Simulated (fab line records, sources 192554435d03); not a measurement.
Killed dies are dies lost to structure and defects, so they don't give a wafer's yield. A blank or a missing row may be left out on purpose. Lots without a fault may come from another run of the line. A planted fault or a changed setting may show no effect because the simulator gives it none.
fab line records | flow n5_finfet
record lots=10 wafers=28 last_day=17
route steps=1938 shown BEOL_M14@1731 PASSIVATION@1936
lots that met no fault: from a run of the same line without faults
start_h: hours from the record's first day to the start of the lot's first wafer shown | wait_h: hours since the lot's step before | " the same as in the row above | L1.1+2: a row that stands for several wafers | - no value, or no start given | * or withheld: withheld | < > ~ a bound
route shown NAME@n: a module of which the file shows steps, and the number in the route of the first | usual: mean/standard deviation of fault-free wafers | same: alike in all rows | chamber/n: place in a boat | sites: the reading at each site | _std_site: their standard deviation | _edge_site: outer sites' mean less inner sites' | radius_mm: how far each site lies from the wafer's centre | mask NAME#n: copy n | behind: the tool/chamber that last shaped the wafer | hold: why the lot was held/for how many hours/how that ended | device: the transistor (n, p or np) that didn't switch | end of line: the same wafers' tests at the end of the route | a step without rows: its recipe alone | killed: dies lost to structure and defects at the first sort, not the wafer's yield | map: a wafer's dies, x killed, . not, _ none there
set.NAME: the setting as run; set.NAME@STEP: as run at that earlier step | model.NAME: the simulator's own value behind a step, which no gauge read
steps of the route over a sample of lots; a table a step, a row a wafer
services: from which hour (start_h, from the record's first day; less than 0 if before it) a tool's chamber was out of use, for how many hours, and why
## steps
# step N5_BEOL_M14_VIA_ETCH_16
# recipe chemistry=C4F8/O2/Ar target=SiO2 he_inner_torr=15 he_outer_torr=30 target_depth_a=12313 time_s=withheld ion_energy_ev=800 pressure_mtorr=20 source_w=1905 bias_w=2040 Ar_flow_sccm=400 C4F8_flow_sccm=16 O2_flow_sccm=12 ends=cleared
# usual drypump_motor_current_A=5.7/0.49 he_outer_torr=29.99/0.062 mfc_ar_sccm=400.2/1.2 oes_product_au=0.71/0.078 rf_vpp_V=2239/48 showerhead_plenum_p_Torr=3.50/0.14 throttle_valve_pct=30.94/0.2
# columns lot.wafer tool chamber start_h wait_h drypump_motor_current_A he_outer_torr mfc_ar_sccm oes_product_au rf_vpp_V showerhead_plenum_p_Torr throttle_valve_pct
L978.1 rie_diel-01 0 248.28 0.0 6.5 30.01 401.9 0.72 2227 3.50 30.98
L978.2 " 3 " " 5.7 29.93 401.7 0.64 2352 3.53 30.89
L978.4 " 2 " " 5.1 29.96 400.0 0.81 2223 3.64 31.13
L977.3 rie_diel-03 0 250.18 0.0 6.3 29.88 400.7 0.62 2230 3.53 31.11
L977.4 " 3 " " 5.6 30.09 399.0 0.60 2315 3.53 31.41
L977.6 " 1 " " 5.2 30.01 398.8 0.78 2290 3.62 30.63
L984.1 rie_diel-04 0 282.16 0.0 5.5 29.87 400.5 0.77 2225 3.66 31.03
L984.2 " 3 " " 5.1 29.91 399.5 0.64 2188 3.29 31.01
L985.1 rie_diel-03 0 283.33 0.0 6.3 30.18 399.1 0.60 2230 3.52 31.11
L985.2 " 2 " " 6.0 29.87 400.1 0.67 2231 3.28 30.87
L986.2 rie_diel-03 0 298.42 0.0 6.2 29.95 399.7 0.61 2229 3.52 31.14
L986.4 " 1 " " 5.2 29.97 400.2 0.75 2289 3.61 30.64
L986.5 " 0 " " 6.2 30.01 400.3 0.60 2230 3.51 31.14
L994.2 rie_diel-01 1 346.67 0.0 5.8 29.97 403.0 0.84 2233 3.66 30.52
L994.4 " 0 " " 6.5 29.85 397.9 0.68 2223 3.48 31.02
L994.5 " 2 " " 5.0 29.98 398.4 0.76 2221 3.62 31.13
L996.2 rie_diel-04 2 363.90 0.0 5.1 29.94 401.2 0.72 2280 3.62 31.05
L996.4 " 1 " " 5.8 30.04 400.0 0.76 2144 3.35 30.90
L996.6 " 1 " " 5.9 29.96 401.6 0.76 2144 3.35 30.89
L997.1 rie_diel-03 0 367.16 0.0 6.2 30.03 398.1 0.84 2231 3.51 30.93
L997.3 " 1 " " 5.2 30.04 401.8 0.72 2287 3.60 30.67
L997.5 " 3 " " 5.6 30.01 400.5 0.82 2314 3.51 31.11
L998.2 rie_diel-01 1 376.62 0.0 5.7 29.91 398.0 0.81 2234 3.65 30.51
L998.4 " 2 " " 5.0 29.99 399.4 0.75 2221 3.61 31.13
L998.6 " 1 " " 5.7 29.96 398.2 0.82 2232 3.65 30.52
L999.2 rie_diel-01 2 381.34 0.0 5.1 29.98 398.2 0.75 2220 3.61 31.14
L999.3 " 1 " " 5.7 30.05 398.6 0.80 2232 3.65 30.49
L999.4 " 1 " " 5.7 29.95 398.9 0.81 2232 3.65 30.51
# step N5_BEOL_M14_ETCH_38
# recipe chemistry=CF4/N2 target=SiCN target_depth_a=1065 taper_deg=2 time_s=120.6 ion_energy_ev=150 mask_material=SiO2 pressure_mtorr=40 source_w=430 bias_w=70 Ar_flow_sccm=100 cf4_flow_sccm=60 n2_flow_sccm=60
# usual drypump_motor_current_A=5.7/0.48 mfc_ar_sccm=100.0/0.31 n2_flow_sccm=60.01/0.16 oes_product_au=0.80/0.082 rf_vpp_V=383.1/2.2 showerhead_plenum_p_Torr=2.25/0.091 throttle_valve_pct=15.44/0.21
# columns lot.wafer tool chamber start_h wait_h drypump_motor_current_A mfc_ar_sccm n2_flow_sccm oes_product_au rf_hours_counter_h rf_vpp_V showerhead_plenum_p_Torr throttle_valve_pct
L978.1 rie_diel-04 3 - - 5.1 99.9 59.95 0.72 205 380.2 2.12 15.62
L978.2 " 0 " " 5.5 99.7 59.90 0.84 42 384.5 2.35 15.48
L978.4 " 2 " " 5.1 100.1 60.14 0.84 65 385.5 2.33 15.19
L977.3 rie_diel-04 2 - - 5.1 100.2 59.95 0.85 66 384.8 2.33 15.22
L977.4 " 1 " " 5.8 99.8 60.29 0.90 36 381.7 2.14 15.24
L977.6 " 0 " " 5.6 100.5 59.97 0.85 - 385.2 2.35 15.46
L984.1 rie_diel-03 0 - - 6.3 100.5 59.89 0.66 232 382.3 2.27 15.84
L984.2 " 1 " " 5.2 99.8 60.02 0.83 99 384.6 2.33 15.28
L985.1 rie_diel-03 0 - - 6.3 100.4 59.99 0.67 233 384.0 2.27 15.84
L985.2 " 1 " " 5.2 100.6 60.10 0.84 100 382.8 2.33 15.34
L986.2 rie_diel-01 1 - - 5.8 99.9 59.99 0.68 249 379.7 2.09 15.55
L986.4 " 1 " " 5.7 100.3 60.05 0.68 - 378.1 2.09 15.53
L986.5 " 0 " " 6.5 100.0 60.31 0.78 - 381.2 2.24 15.35
L994.2 rie_diel-04 3 - - 5.0 100.2 59.80 0.70 237 380.5 2.11 15.68
L994.4 " 0 " " 5.5 99.4 60.32 0.81 75 386.1 2.34 15.52
L994.5 " 1 " " 5.8 99.7 59.84 0.84 - 381.5 2.13 15.31
L996.2 rie_diel-03 0 - - 6.3 100.1 60.12 0.93 6 383.3 2.26 15.41
L996.4 " 3 " " 5.6 99.9 60.25 0.89 27 383.6 2.26 15.57
L996.6 " 0 " " 6.3 99.8 59.85 0.93 - 383.6 2.26 15.41
L997.1 rie_diel-01 2 - - 5.1 99.6 59.78 0.84 90 384.4 2.33 15.61
L997.3 " 1 " " 5.8 99.9 60.00 0.91 21 384.4 2.35 15.05
L997.5 " 1 " " 5.8 100.1 60.16 0.91 - 383.7 2.35 15.05
L998.2 rie_diel-01 2 - - 5.1 99.6 60.14 0.82 92 384.8 2.33 15.61
L998.4 " 3 " " 5.7 100.1 60.20 0.92 10 382.8 2.26 15.15
L998.6 " 2 " " 5.0 99.7 60.25 0.82 - 385.4 2.33 15.60
L999.2 rie_diel-01 3 - - 5.7 100.3 59.91 0.94 11 384.1 2.26 15.14
L999.3 " 1 " " 5.7 100.2 59.85 0.90 28 385.1 2.34 15.06
L999.4 " 2 " " 5.0 99.7 59.86 0.82 96 385.7 2.33 15.61
# step N5_BEOL_M14_SPUTTER_44
# recipe material=Ta target_thk_a=150 temp_c=50 bias_v=80 power_w=15000 chamber_pressure_pa=0.07 time_s=24.19
# usual substrate_temp_c=50.00/0.1 susceptor_temp_C=49.99/0.12 throttle_valve_pct=29.7/0.91
# columns lot.wafer tool chamber start_h wait_h substrate_temp_c susceptor_temp_C throttle_valve_pct
L978.1 pvd_sputter-01 - 250.92 0.0 49.98 50.08 30.3
L978.2 " - " " 50.14 49.83 30.4
L978.4 " - " " 49.96 50.14 28.8
L977.3 pvd_sputter-02 - 255.11 0.0 49.89 49.90 29.3
L977.4 " - " " 50.06 50.15 29.7
L977.6 " - " " 50.07 50.02 28.9
L984.1 pvd_sputter-02 - 285.10 0.0 50.29 - 29.9
L984.2 " - " " 50.09 50.05 31.0
L985.1 pvd_sputter-02 - 288.78 0.0 49.99 - 31.0
L985.2 " - " " 49.97 49.97 29.7
L986.2 pvd_sputter-02 - 300.42 0.0 50.06 50.15 29.8
L986.4 " - " " 49.95 - 29.1
L986.5 " - " " 50.09 50.09 29.2
L994.2 pvd_sputter-01 - 350.18 0.0 50.14 49.93 30.9
L994.4 " - " " 49.89 50.01 29.9
L994.5 " - " " 50.06 49.79 30.0
L996.2 pvd_sputter-03 - 367.31 0.0 50.12 49.80 29.6
L996.4 " - " " 50.05 49.79 30.5
L996.6 " - " " 49.86 50.05 29.7
L997.1 pvd_sputter-01 - 371.33 0.0 50.14 49.97 28.7
L997.3 " - " " 49.88 49.90 30.0
L997.5 " - " " 49.90 50.03 30.2
L998.2 pvd_sputter-02 - 379.25 0.0 49.92 49.87 29.1
L998.4 " - " " 49.96 50.04 28.9
L998.6 " - " " 50.04 50.03 28.7
L999.2 pvd_sputter-03 - 388.63 0.0 50.11 49.94 30.6
L999.3 " - " " 50.07 49.95 27.7
L999.4 " - " " 49.88 49.90 29.8
# step N5_BEOL_M14_CMP_49
# recipe stop_on=SiO2 t_overpolish_s=5.2 down_force_psi=2 platen_rpm=80 clearing_platen_down_force_psi=2 clearing_platen_rpm=80 post_cmp_clean=cu_alkaline target_thk_nm=560 clearing_platen_pad_velocity_m_s=1.5917 pad_velocity_m_s=1.5917
# usual barrier_field_endpoint_s=11.38/0.29 clearing_platen_rpm=80.00/0.046 motor_current_A=8.3/1.2 platen_rpm=80.00/0.053
# columns lot.wafer tool chamber start_h wait_h barrier_field_endpoint_s clearing_platen_rpm motor_current_A platen_rpm
L978.1 cmp-01 0 251.65 0.3 11.59 80.09 9.1 79.98
L978.4 " 1 " " 11.19 80.00 7.1 79.93
L978.2 " 3 " " 10.94 79.91 7.2 79.97
L977.3 cmp-04 1 255.80 0.2 11.25 79.89 9.6 79.94
L977.4 " 3 " " 11.61 79.92 9.4 80.01
L977.6 " 2 " " 11.54 80.00 7.8 79.95
L984.1 cmp-01 3 285.80 0.3 8.30 79.98 7.3 80.04
L984.2 " 1 " " 11.28 80.00 7.1 80.06
L985.2 cmp-01 1 289.62 0.2 10.96 79.99 7.0 79.95
L985.1 " 3 " " 8.52 80.04 7.5 79.95
L986.2 cmp-03 2 301.17 0.3 11.39 80.00 8.6 80.03
L986.4 " 3 " " 8.53 80.08 7.4 80.05
L986.5 " 1 " " 11.46 79.98 11.8 79.99
L994.4 cmp-04 3 351.06 0.2 11.55 79.99 9.1 80.12
L994.2 " 1 " " 11.67 79.90 9.2 80.12
L994.5 " 2 " " 11.44 80.08 7.7 80.03
L996.4 cmp-01 2 367.99 0.1 11.45 80.08 9.0 80.02
L996.2 " 3 " " 11.11 79.96 7.4 80.02
L996.6 " 2 " " 11.53 80.04 8.8 80.08
L997.3 cmp-04 2 372.08 0.2 11.44 80.01 7.4 79.94
L997.1 " 3 " " 11.67 80.02 9.6 80.10
L997.5 " 0 " " 11.42 79.96 8.0 79.98
L998.2 cmp-01 0 381.11 0.6 11.45 79.96 8.7 79.93
L998.4 " 2 " " 11.53 80.06 8.9 80.08
L998.6 " 3 " " 10.81 80.04 7.1 79.96
L999.2 cmp-04 1 389.50 0.2 11.31 79.93 9.5 79.82
L999.4 " 3 " " 11.59 80.03 9.5 80.03
L999.3 " 0 " " 11.36 80.02 8.1 79.99
# step N5_BEOL_M14_RS_MEAS_54
# recipe thk_meas_gauge=four-point-probe reads=Cu_of_BEOL_M14_ECD_47+Ta_of_BEOL_M14_SPUTTER_44+TaN_of_BEOL_M14_SPUTTER_43
# usual M14_RS=0.0330/0.0011
# columns lot.wafer tool chamber start_h wait_h M14_RS[ohm/sq]
L978.1 film_metro-01 - 252.08 0.0 0.0315
L978.2 " - " " 0.0319
L978.4 " - " " 0.0345
L977.3 film_metro-01 - 256.22 0.1 0.0312
L977.4 " - " " 0.0343
L977.6 " - " " 0.0315
L984.1 film_metro-01 - 286.22 0.0 0.0333
L984.2 " - " " 0.0330
L985.1 film_metro-02 - 290.04 0.0 0.0320
L985.2 " - " " 0.0319
L986.2 film_metro-01 - 301.68 0.1 0.0319
L986.4 " - " " 0.0346
L986.5 " - " " 0.0318
L994.2 film_metro-02 - 351.45 0.1 0.0326
L994.4 " - " " 0.0337
L994.5 " - " " 0.0327
L996.2 film_metro-02 - 368.42 0.1 0.0339
L996.4 " - " " 0.0326
L996.6 " - " " 0.0330
L997.1 film_metro-02 - 372.43 0.0 0.0330
L997.3 " - " " 0.0326
L997.5 " - " " 0.0326
L998.2 film_metro-02 - 381.50 0.1 0.0334
L998.4 " - " " 0.0330
L998.6 " - " " 0.0337
L999.2 film_metro-01 - 389.92 0.1 0.0311
L999.3 " - " " 0.0337
L999.4 " - " " 0.0320
# step N5_PASSIVATION_PROBE_49
# usual defect_limited_yield=91.4/1.6 killed_at_M0_to_M3=31/11 killed_at_M4_up=14/5.7 killed_at_contacts=12/6 killed_at_front_end=41/13 killed_at_other=3.3/2.8 killed_dies=101/19 killed_open=67/14 killed_short=33/8.2 sort_bin_4_leakage=0.0/0.37 sort_bin_5_function=5.0/1.1 sort_bin_6_memory=3.3/0.74 sort_n_pass=1078/20 sort_yield_pct=91.3/1.7
# same gross_dies=1180 killed_at_back_side=0 sort_bin_8_speed[%]=0
# columns lot.wafer tool chamber start_h wait_h defect_limited_yield[%] killed_at_M0_to_M3 killed_at_M4_up killed_at_contacts killed_at_front_end killed_at_other killed_dies killed_open killed_short sort_bin_4_leakage[%] sort_bin_5_function[%] sort_bin_6_memory[%] sort_n_pass sort_yield_pct[%]
L985.2 prober-01 - 311.09 0.1 93.6 18 15 15 25 2 75 53 22 0 4.2 2.1 1105 93.6
# killed by level:class
L985.2 MOL_CONTACT_COAG:geometric_particle:open=11 FIN_SAQP:geometric_particle:open=8 STI_FIN_REVEAL:geometric_particle:open=7 BEOL_M4:geometric_particle:open=7 BEOL_M0_SAQP:geometric_particle:short=6 BEOL_M0_SAQP:geometric_particle:open=5 MOL_CONTACT_COAG:geometric_particle:short=4 BEOL_M0:geometric_particle:open=3
## services
# columns tool chamber start_h hours kind
cmp-04 - 234.49 4.0 pm
cmp-01 - 259.28 1.8 repair
cmp-04 - 294.47 5.7 pm
cmp-03 - 297.03 4.0 pm
rie_diel-01 2 299.64 2.8 repair
rie_diel-01 1 302.48 - clean
rie_diel-01 1 302.48 - consumable_replace:focus_ring
rie_diel-01 1 302.48 - consumable_replace:showerhead
rie_diel-01 1 302.48 17.3 scheduled_down
rie_diel-01 1 302.48 17.3 vent_cycle
cmp-03 - 328.25 0.4 repair
rie_diel-01 3 329.51 - clean
cmp-04 - 329.56 1.9 repair
pvd_sputter-02 - 335.77 2.8 repair
pvd_sputter-01 - 342.33 3.2 repair
cmp-04 - 358.55 0.7 repair
pvd_sputter-02 - 362.69 0.6 repair
rie_diel-04 3 366.32 7.2 repair
cmp-03 - 367.11 5.4 pm
cmp-03 - 375.54 6.6 repair
cmp-04 - 380.32 0.3 repair
rie_diel-01 3 380.66 7.1 repair
pvd_sputter-01 - 383.35 4.8 repair
cmp-04 - 387.48 0.7 repair
## key
first_sign step=N5_BEOL_M14_CMP_49 reading=barrier_field_endpoint_s direction=down sigmas=10 usual=11.38 struck=8.45
effect none on later readings
met_at N5_BEOL_M14_SPUTTER_44
struck_lots L984,L985,L986
struck_wafers L984.1,L985.1,L986.4
not_acting_at N5_BEOL_M14_VIA_ETCH_16,N5_BEOL_M14_ETCH_38,N5_BEOL_M14_RS_MEAS_54
onset_between 255.11 285.10
fault kind=process_parameter_drift tool=pvd_sputter-02 chamber=- onset_h=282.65 steps=N5_BEOL_M14_SPUTTER_44 channel=time_s offset=* shape=step end_h=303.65 scope=struck_wafers_only acts_in=* stated=*
